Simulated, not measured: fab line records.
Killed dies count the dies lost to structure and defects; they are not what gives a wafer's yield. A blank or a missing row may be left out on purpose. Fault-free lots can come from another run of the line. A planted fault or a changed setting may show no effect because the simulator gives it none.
One fault through the eyes of 2 desks ; flow nand-harc ; what lay behind the numbers comes last; until then each desk has only its own

== FROM THE METROLOGY DESK ==
What the gauges read for every lot (on any tool): the sampled wafers with a number, averaged. Any lot whose mean is over 4 standard deviations away from the usual mean is out of limits and marked OUT; that distance is given in the brackets.
Columns: A = thk-nm at NHARC_A_SOURCE_PLATE_THK_MEAS_06, usual 200.7 nm; B = thk-nm at NHARC_A_ONON_D1_THK_MEAS_18, usual 1000 nm
lot;first seen here;A;B
L512;day 8 14:10;198.9;991
L518;day 10 21:50;200.7;1014
L519;day 11 18:13;199.2;1000
L520;day 11 18:13;202.6;1005
L522;day 12 18:56;200.8;1008
L524;day 13 17:19;198.1;992
L526;day 14 04:47;200.7;1006
L525;day 14 04:47;201.9;986
L527;day 14 14:13;200.9;1006
L528;day 14 22:35;203.1;989
L529;day 15 11:16;201.4;1010
L530;day 16 02:04;202.0;986
L531;day 16 11:41;204.1;1008
Finding of this desk: none of the 13 lots has anything out of limits.

== DESK OF THE TOOL OWNER: litho-track-01 ==
Per lot that ran on this tool, the mean of the sampled wafers carrying a number, from the tool's own readings at NHARC_A_CHANNEL_HOLE_D1_SOFTBAKE_05 (time 55 s). Any lot whose mean is over 4 standard deviations away from the usual mean is out of limits and marked OUT; that distance is given in the brackets.
Columns: A = heater-power-total-W at NHARC_A_CHANNEL_HOLE_D1_SOFTBAKE_05, usual 188.44 W
lot;first seen here;A
L512;day 9 13:00;188.52
L518;day 11 16:00;180.19 (-59) OUT
L520;day 12 09:00;180.09 (-60) OUT
L528;day 15 16:00;188.35
L530;day 17 01:00;188.50
L531;day 17 07:00;188.39
This desk's verdict: out of limits on L518, L520, starting with L518 at day 11 16:00 (heater-power-total-W at NHARC_A_CHANNEL_HOLE_D1_SOFTBAKE_05). L512, L528, L530, L531 stayed within limits.

== ALL TOGETHER ==
The tool owner's desk could have raised an alarm at day 11 16:00, on L518, L520.
The metrology desk saw nothing out of limits.
The metrology desk holds a record of L518, L520, inside its limits.
Of the lots named, all ran NHARC_A_CHANNEL_HOLE_D1_SOFTBAKE_05 on litho-track-01.

== WHAT THE SIMULATOR HAD INSERTED ==
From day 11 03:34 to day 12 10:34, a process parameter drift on litho-track-01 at NHARC_A_CHANNEL_HOLE_D1_SOFTBAKE_05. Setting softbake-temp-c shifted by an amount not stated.
Struck lots among those shown: L518, L520.
How many hours passed from the start of the fault until each desk's first out-of-limits reading: the tool owner's desk, 12.
